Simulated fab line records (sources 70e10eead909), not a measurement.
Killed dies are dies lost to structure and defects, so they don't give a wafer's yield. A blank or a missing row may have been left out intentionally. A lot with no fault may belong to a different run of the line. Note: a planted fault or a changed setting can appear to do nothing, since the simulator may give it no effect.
fab line records    flow nand-harc    part 2 of 2: steps 28 to 36 of 36
record: lots: 5  wafers: 15  last-day: 25
route steps=1159 shown P_GATE@122
lots that met no fault: from a run of the same line without faults
start-h: hours from the record's first day to the start of the lot's first wafer shown    wait-h: how many hours have passed since the lot's step before this one    " as in the row above    L1.1+2: a row that stands for several wafers    - no value, or no start given    * or withheld: withheld    < > ~ a bound
route shown NAME@n: a module of which the file shows steps, and the number in the route of the first    usual: mean/standard deviation of fault-free wafers    same: alike in all rows    chamber/n: place in a boat    sites: the reading at each site    _std_site: their standard deviation    _edge_site: inner sites' mean taken away from outer sites' mean    radius-mm: for every site, how far away it sits from the centre of the wafer    mask NAME#n: copy n    behind: tool/chamber where the wafer was last shaped    hold: the reason the lot was held/the length of the hold in hours/how it ended    device: whichever transistor did not switch (one of n, p or np)    end of line: at the end of the route, the tests of the same wafers    for a step that has no rows: nothing shown but its recipe    killed: count of dies lost to structure and defects at first sort (not the wafer's yield)    map: a wafer's dies, x killed, . not, _ none there
set.NAME: setting as actually run; set.NAME@STEP: the setting as run at that earlier step    model.NAME: the simulator's own value behind a step, which no gauge read
lots seen at some steps along the route; tables by step, rows by wafer
services: the hour from which a tool's chamber was out of use, counted from the record's first day as start-h (under 0 if before that day), plus the number of hours and why
== steps ==
step: NHARC_P_GATE_ETCH_32
recipe: target-depth-a: 1500  over-etch-frac: 1  over-etch-ion-energy-ev: 40  time-s: 100.1  hbr-flow-sccm: 150  cl2-flow-sccm: 50  rf-w: 400  icp-w: 400  bias-w: 100  chemistry: HBr/Cl2
usual: drypump-motor-current-A: 5.6/0.45  oes-product-au: 0.996/0.0092  throttle-valve-pct: 26.406/0.0097
lot.wafer  tool       chamber  start-h  wait-h  drypump-motor-current-A  oes-product-au  rf-hours-counter-h  throttle-valve-pct
L081.1     rie-si-04  1        132.61   -       6.5                      1.012           0.3                 26.390
L081.6     "          2        "        "       5.7                      0.995           -                   26.412
L081.5     "          3        "        "       6.4                      0.968           -                   26.400
L086.2     rie-si-04  0        168.98   -       5.5                      1.002           0.5                 26.405
L086.4     "          1        "        "       6.4                      1.004           0.5                 26.398
L086.3     "          2        "        "       5.7                      0.994           0.6                 26.404
L092.3     rie-si-04  3        200.49   -       6.4                      0.984           1.0                 26.390
L092.1     "          0        "        "       5.5                      1.003           0.8                 26.399
L092.6     "          2        "        "       5.7                      0.998           -                   26.409
L096.1     rie-si-04  2        223.75   -       5.7                      1.011           1.1                 26.412
L096.4     "          0        "        "       5.4                      0.997           1.0                 26.411
L096.2     "          1        "        "       6.5                      0.999           1.1                 26.412
L097.2     rie-si-02  2        223.93   -       5.4                      0.999           0.1                 26.421
L097.3     "          3        "        "       5.5                      0.991           0.1                 26.409
L097.4     "          0        "        "       6.0                      0.982           0.1                 26.428
step: NHARC_P_GATE_STRIP_108
recipe: o2-flow-sccm: 500  ar-flow-sccm: 0  bias-w: 0  chemistry: O2
usual: drypump-motor-current-A: 5.7/0.33  oes-product-au: 0.998/0.01  rf-vpp-V: 58.0/0.86  showerhead-plenum-p-Torr: 3.60/0.086  throttle-valve-pct: 17.036/0.0079
lot.wafer  tool         chamber  start-h  wait-h  drypump-motor-current-A  oes-product-au  rf-hours-counter-h  rf-vpp-V  showerhead-plenum-p-Torr  throttle-valve-pct
L081.1     rie-diel-02  1        132.76   -       5.5                      0.990           28                  58.2      3.69                      17.033
L081.6     "            0        "        "       5.5                      1.002           -                   57.4      3.55                      17.021
L081.5     "            1        "        "       5.5                      0.996           -                   58.8      3.69                      17.045
L086.3     rie-diel-02  2        169.12   -       6.2                      0.983           1                   57.1      3.47                      17.037
L086.4     "            3        "        "       5.1                      0.993           1                   59.4      3.63                      17.036
L086.2     "            1        "        "       5.5                      1.006           1                   57.7      3.69                      17.040
L092.1     rie-diel-08  2        200.64   -       5.5                      0.984           26                  58.2      3.72                      17.053
L092.3     "            0        "        "       5.2                      1.021           23                  58.0      3.49                      17.059
L092.6     "            2        "        "       5.5                      0.985           -                   57.6      3.72                      17.040
L096.2     rie-diel-04  0        223.91   -       5.6                      1.006           36                  56.8      3.58                      17.039
L096.4     "            1        "        "       5.7                      1.013           41                  59.9      3.64                      17.037
L096.1     "            3        "        "       5.7                      1.007           36                  57.7      3.51                      17.048
L097.4     rie-diel-02  0        224.08   -       5.5                      0.993           12                  58.0      3.54                      17.040
L097.3     "            1        "        "       5.5                      1.005           13                  59.3      3.69                      17.031
L097.2     "            3        "        "       5.1                      1.007           11                  59.1      3.62                      17.031
step: NHARC_P_GATE_CD_MEAS_33
usual: cd-nm: 120.8/2.7
lot.wafer  tool       chamber  start-h  wait-h  cd-nm
L081.1     cd-sem-01  -        132.92   -       124.4
L081.5     "          -        "        "       117.4
L081.6     "          -        "        "       120.6
L086.2     cd-sem-01  -        169.31   -       118.5
L086.3     "          -        "        "       118.6
L086.4     "          -        "        "       123.1
L092.1     cd-sem-02  -        200.80   -       122.5
L092.3     "          -        "        "       120.3
L092.6     "          -        "        "       120.8
L096.1     cd-sem-03  -        224.08   -       120.1
L096.2     "          -        "        "       121.7
L096.4     "          -        "        "       119.2
L097.2     cd-sem-01  -        224.26   -       122.6
L097.3     "          -        "        "       121.6
L097.4     "          -        "        "       123.5
step: NHARC_P_GATE_STRIP_35
recipe: time-s: 600  temp-c: 130  chemistry: SPM
lot.wafer   tool          chamber  start-h  wait-h
L081.1+6+5  wet-bench-09  3,4,5    133.01   0.1
L086.4+3+2  wet-bench-01  3,7,0    169.39   0.1
L092.3+1+6  wet-bench-09  4,5,7    200.88   0.1
L096.2+1+4  wet-bench-09  2,3,4    224.17   0.1
L097.3+2+4  wet-bench-01  1,2,6    224.34   0.1
step: NHARC_P_GATE_PRECLEAN_73
recipe: time-s: *  temp-c: 50  bath-age-min: 0  chemistry: SC1
lot.wafer   tool          chamber  start-h  wait-h
L081.1+6+5  wet-bench-09  3,4,5    -        -
L086.4+3+2  wet-bench-01  3,7,0    -        -
L092.3+1+6  wet-bench-09  4,5,7    -        -
L096.2+1+4  wet-bench-09  2,3,4    -        -
L097.3+2+4  wet-bench-01  1,2,6    -        -
step: NHARC_P_GATE_SRD_74
lot.wafer   tool          chamber  start-h  wait-h
L081.1+6+5  wet-bench-09  3,4,5    -        -
L086.4+3+2  wet-bench-01  3,7,0    -        -
L092.3+1+6  wet-bench-09  4,5,7    -        -
L096.2+1+4  wet-bench-09  2,3,4    -        -
L097.3+2+4  wet-bench-01  1,2,6    -        -
step: NHARC_P_GATE_ALD_36
recipe: target-thk-a: 200  pulse-time-s: 60  ald-cycles: 223  temp-c: 400  material: SiNx
usual: heater-power-w: 839/100  precursor-pulse-height-rel: 0.999/0.021
lot.wafer  tool        chamber  start-h  wait-h  heater-power-w  precursor-pulse-height-rel
L081.1     ald-sin-04  1        135.49   -       680             1.014
L081.5     "           3        137.61   -       843             1.013
L081.6     "           0        138.67   -       811             0.989
L086.3     ald-sin-02  2        170.83   -       918             1.041
L086.4     "           3        171.89   -       741             0.990
L086.2     "           0        172.95   -       929             0.967
L092.3     ald-sin-02  3        201.26   -       743             1.035
L092.1     "           0        202.31   -       907             0.989
L092.6     "           0        206.51   -       902             1.005
L097.2     ald-sin-01  2        224.71   -       971             0.997
L097.3     "           3        225.75   -       976             0.953
L097.4     "           0        226.78   -       733             1.011
L096.2     ald-sin-02  1        225.59   -       774             1.014
L096.4     "           2        226.64   -       909             1.008
L096.1     "           3        227.69   -       725             0.985
step: NHARC_P_GATE_ETCHBACK_37
recipe: target-depth-a: 345  time-s: 17.2  chf3-flow-sccm: 50  o2-flow-sccm: 10  ar-flow-sccm: 200  rf-w: 500  bias-w: 200  chemistry: CHF3/O2
usual: drypump-motor-current-A: 5.6/0.33  oes-product-au: 0.95/0.04  rf-vpp-V: 371.8/1.5  showerhead-plenum-p-Torr: 2.46/0.06  throttle-valve-pct: 20.572/0.0091
lot.wafer  tool         chamber  start-h  wait-h  drypump-motor-current-A  oes-product-au  rf-hours-counter-h  rf-vpp-V  showerhead-plenum-p-Torr  throttle-valve-pct
L081.1     rie-diel-02  1        -        -       5.5                      0.92            29                  372.3     2.52                      20.556
L081.5     "            3        "        "       5.1                      0.91            -                   373.2     2.47                      20.573
L081.6     "            0        "        "       5.4                      0.92            -                   371.7     2.42                      20.575
L086.4     rie-diel-02  1        -        -       5.5                      0.92            3                   372.5     2.51                      20.564
L086.2     "            2        "        "       6.1                      0.91            4                   369.9     2.36                      20.572
L086.3     "            0        "        "       5.5                      0.91            3                   370.7     2.41                      20.562
L092.1     rie-diel-04  0        -        -       5.6                      0.93            32                  371.8     2.44                      20.594
L092.3     "            3        "        "       5.7                      0.93            31                  371.2     2.39                      20.572
L092.6     "            1        "        "       5.6                      0.93            -                   370.7     2.48                      20.577
L096.4     rie-diel-02  3        -        -       5.1                      0.93            12                  371.7     2.47                      20.579
L096.2     "            0        "        "       5.5                      0.93            13                  371.9     2.41                      20.586
L096.1     "            1        "        "       5.5                      0.95            14                  372.6     2.51                      20.578
L097.4     rie-diel-02  1        -        -       5.5                      0.93            14                  372.9     2.51                      20.565
L097.3     "            2        "        "       6.2                      0.91            13                  369.6     2.36                      20.578
L097.2     "            3        "        "       5.1                      0.92            12                  371.6     2.47                      20.577
step: NHARC_P_GATE_STRIP_101
recipe: time-s: 20  o2-flow-sccm: 500  ar-flow-sccm: 0  bias-w: 0  chemistry: O2
usual: drypump-motor-current-A: 5.7/0.34  oes-product-au: 1.000/0.012  rf-vpp-V: 58.0/0.97  showerhead-plenum-p-Torr: 3.60/0.087  throttle-valve-pct: 17.037/0.0093
lot.wafer  tool         chamber  start-h  wait-h  drypump-motor-current-A  oes-product-au  rf-hours-counter-h  rf-vpp-V  showerhead-plenum-p-Torr  throttle-valve-pct
L081.1     rie-diel-02  1        143.06   0.1     5.5                      0.983           29                  57.0      3.69                      17.018
L081.5     "            2        "        "       6.1                      0.980           -                   56.5      3.47                      17.033
L081.6     "            3        "        "       5.1                      0.983           -                   59.5      3.63                      17.040
L086.3     rie-diel-02  0        179.40   0.1     5.5                      0.992           3                   58.5      3.55                      17.041
L086.4     "            1        "        "       5.5                      1.015           3                   57.2      3.69                      17.031
L086.2     "            2        "        "       6.2                      0.992           4                   59.0      3.47                      17.042
L092.1     rie-diel-04  0        210.83   0.1     5.6                      0.998           32                  57.4      3.59                      17.030
L092.3     "            2        "        "       6.2                      0.996           37                  57.6      3.56                      17.036
L092.6     "            0        "        "       5.6                      1.003           -                   57.6      3.59                      17.028
L096.2     rie-diel-02  3        234.16   0.1     5.1                      1.011           12                  58.3      3.62                      17.054
L096.4     "            0        "        "       5.5                      0.985           13                  57.2      3.54                      17.035
L096.1     "            1        "        "       5.5                      1.005           14                  58.7      3.68                      17.042
L097.4     rie-diel-02  1        234.19   0.1     5.5                      1.008           14                  60.4      3.68                      17.043
L097.3     "            2        "        "       6.2                      0.979           13                  58.3      3.46                      17.034
L097.2     "            0        "        "       5.5                      0.991           13                  57.9      3.54                      17.033
== services ==
tool            chamber  start-h  hours  kind
rie-si-04       -        99.00    9.0    pm
pecvd-03        -        111.20   13.0   pm
rie-diel-04     -        111.92   9.0    pm
wet-bench-09    -        112.82   8.0    pm
acl-dep-01      -        114.20   13.0   pm
litho-track-06  -        117.00   7.0    pm
rie-si-04       -        119.45   0.2    repair
rie-diel-08     -        124.82   9.0    pm
wet-bench-01    -        134.02   7.9    repair
pecvd-03        -        136.74   0.5    repair
rie-diel-08     1        137.29   2.1    repair
wet-bench-02    -        137.40   6.4    repair
rie-diel-02     -        140.44   1.9    repair
rie-si-04       2        140.59   3.7    repair
litho-track-04  -        141.00   7.0    pm
rie-diel-02     -        150.83   9.0    pm
ald-sin-02      3        162.37   2.6    repair
rie-diel-04     3        173.13   4.1    repair
rie-diel-08     1        174.15   12.8   repair
wet-bench-02    -        180.05   8.0    pm
rie-diel-04     2        185.68   6.1    repair
furnace-06      -        199.40   26.0   pm
rie-si-04       2        202.32   3.9    repair
wet-bench-01    -        213.60   8.0    pm
